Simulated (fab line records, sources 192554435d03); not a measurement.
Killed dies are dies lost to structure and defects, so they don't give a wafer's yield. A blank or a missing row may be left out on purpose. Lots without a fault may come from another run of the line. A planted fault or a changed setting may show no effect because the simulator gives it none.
Chamber matching | flow n5_finfet | N5_BEOL_M11_STRIP_19 on rie_diel-05: 4 sister chambers
The step strips in O2. 18 wafers are shown with their chamber, then 9 later ones without.

WAFERS WITH THEIR CHAMBER
wafer  | chamber | showerhead_plenum_p_Torr (Torr) | throttle_valve_pct (%) | drypump_motor_current_A (A)
L078.2 | 1       | 2.07                            | 16.38                  | 5.76
L078.4 | 2       | 2.12                            | 16.48                  | 5.59
L078.6 | 1       | 2.07                            | 16.36                  | 5.76
L085.1 | 0       | 2.00                            | 16.99                  | 5.84
L085.4 | 3       | 2.21                            | 16.75                  | 6.16
L085.5 | 2       | 2.11                            | 16.51                  | 5.60
L089.2 | 0       | 2.00                            | 17.00                  | 5.86
L089.3 | 1       | 2.06                            | 16.39                  | 5.76
L089.6 | 1       | 2.06                            | 16.40                  | 5.73
L090.4 | 3       | 2.21                            | 16.76                  | 6.16
L090.5 | 3       | 2.21                            | 16.76                  | 6.12
L090.6 | 2       | 2.11                            | 16.50                  | 5.57
L091.1 | 3       | 2.21                            | 16.75                  | 6.14
L091.4 | 1       | 2.06                            | 16.42                  | 5.74
L091.5 | 3       | 2.21                            | 16.74                  | 6.13
L092.1 | 1       | 2.06                            | 16.41                  | 5.73
L092.2 | 3       | 2.21                            | 16.77                  | 6.16
L092.4 | 0       | 2.00                            | 17.02                  | 5.84

SIGNATURES (means of the wafers above)
reading                  | chamber 0 | chamber 1 | chamber 2 | chamber 3 | scatter within a chamber
showerhead_plenum_p_Torr | 2.0000    | 2.0633    | 2.1133    | 2.2100    | 0.00378
throttle_valve_pct       | 17.0033   | 16.3933   | 16.4967   | 16.7550   | 0.0165
drypump_motor_current_A  | 5.8467    | 5.7467    | 5.5867    | 6.1450    | 0.0156
Rule: a wafer's distance from a chamber is the root of the sum, over the readings, of the square of ((its reading less the chamber's mean) divided by the reading's scatter). The wafer belongs to the nearest chamber; if the next one is less than 2 further off, it can't be placed. The scatter: the root of (the sum of the squares of (reading less its chamber's mean) over the shown wafers, divided by (wafers less chambers)).

WAFERS WITHOUT THEIR CHAMBER
wafer  | showerhead_plenum_p_Torr (Torr) | throttle_valve_pct (%) | drypump_motor_current_A (A)
L094.4 | 2.21                            | 16.76                  | 6.13
L094.5 | 2.21                            | 16.78                  | 6.10
L094.6 | 2.00                            | 17.05                  | 5.86
L095.2 | 2.06                            | 16.42                  | 5.76
L095.3 | 2.00                            | 17.03                  | 5.84
L095.5 | 2.06                            | 16.44                  | 5.74
L097.3 | 2.10                            | 16.54                  | 5.61
L097.4 | 2.06                            | 16.44                  | 5.73
L097.6 | 2.10                            | 16.52                  | 5.60

WHICH CHAMBER EACH WENT THROUGH
wafer  | from the rows above | in truth
L094.4 | 3                   | 3
L094.5 | 3                   | 3
L094.6 | 0                   | 0
L095.2 | 1                   | 1
L095.3 | 0                   | 0
L095.5 | 1                   | 1
L097.3 | 2                   | 2
L097.4 | 1                   | 1
L097.6 | 2                   | 2
Placed correctly: 9 of 9. Can't be placed from these rows: 0. Placed wrongly: 0.
